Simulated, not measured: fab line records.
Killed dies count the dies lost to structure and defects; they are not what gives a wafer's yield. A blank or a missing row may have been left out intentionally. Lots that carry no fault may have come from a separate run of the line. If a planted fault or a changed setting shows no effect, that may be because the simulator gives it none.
Matching of chambers | flow n5 finfet | N5_FIN_SAQP_ALD_61 on ald sin-04: 4 sister chambers
The step deposits SiO2, target thk 4 nm, pulse time 1 s, purge time 2 s. 24 wafers are shown with their chamber, then 12 later ones without.

WAFERS, EACH WITH ITS CHAMBER
wafer  | chamber | heater power w (W) | precursor pulse height rel
L077.2 | 1       | 481                | 1.004
L077.5 | 1       | 486                | 0.998
L077.6 | 2       | 418                | 1.021
L079.1 | 2       | 420                | 0.985
L079.2 | 3       | 478                | 1.009
L079.4 | 0       | 418                | 1.009
L080.1 | 2       | 436                | 1.015
L080.3 | 1       | 491                | 1.009
L080.4 | 3       | 494                | 1.034
L081.1 | 2       | 418                | 0.989
L081.3 | 3       | 478                | 1.000
L081.5 | 0       | 426                | 1.015
L082.2 | 1       | 482                | 0.986
L082.4 | 0       | 432                | 0.979
L082.6 | 3       | 483                | 1.029
L085.1 | 0       | 447                | 0.996
L085.4 | 1       | 484                | 1.001
L085.5 | 2       | 414                | 0.974
L086.1 | 0       | 430                | 0.984
L086.2 | 3       | 489                | 0.981
L086.5 | 0       | 426                | 0.967
L087.3 | 0       | 437                | 1.007
L087.4 | 2       | 432                | 0.998
L087.6 | 1       | 483                | 0.982

SIGNATURES (averages over the wafers above)
reading                    | chamber 0 | chamber 1 | chamber 2 | chamber 3 | scatter within a chamber
heater power w             | 430.86    | 484.50    | 423.00    | 484.40    | 7.63
precursor pulse height rel | 0.99386   | 0.99667   | 0.99700   | 1.01060   | 0.0173
Rule: a wafer lies at a distance from a chamber equal to the root of the sum of squares, over the readings, of (its reading less the chamber's mean, divided by the reading's scatter). The wafer belongs to the nearest chamber; if the next one is less than 2 further off, it can't be placed. The scatter: the root of (the sum of the squares of (reading less its chamber's mean) over the shown wafers, divided by (wafers less chambers)).

WAFERS WHOSE CHAMBER IS MISSING
wafer  | heater power w (W) | precursor pulse height rel
L088.2 | 488                | 0.985
L088.3 | 499                | 1.018
L088.5 | 431                | 0.981
L090.3 | 419                | 0.995
L090.4 | 488                | 0.970
L090.6 | 478                | 0.998
L092.2 | 425                | 0.998
L092.4 | 487                | 1.015
L092.6 | 479                | 1.003
L095.1 | 492                | 0.998
L095.3 | 428                | 1.015
L095.4 | 425                | 1.000

CHAMBER TAKEN BY EACH
wafer  | from the rows above     | in truth
L088.2 | can't be placed: 1 or 3 | 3
L088.3 | can't be placed: 3 or 1 | 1
L088.5 | can't be placed: 0 or 2 | 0
L090.3 | can't be placed: 2 or 0 | 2
L090.4 | can't be placed: 1 or 3 | 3
L090.6 | can't be placed: 1 or 3 | 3
L092.2 | can't be placed: 2 or 0 | 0
L092.4 | can't be placed: 3 or 1 | 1
L092.6 | can't be placed: 1 or 3 | 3
L095.1 | can't be placed: 1 or 3 | 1
L095.3 | can't be placed: 2 or 0 | 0
L095.4 | can't be placed: 2 or 0 | 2
Correctly placed: 0 of 12. Not placeable from these rows: 12 (in 12, the candidates include the true chamber). Wrongly placed: 0.
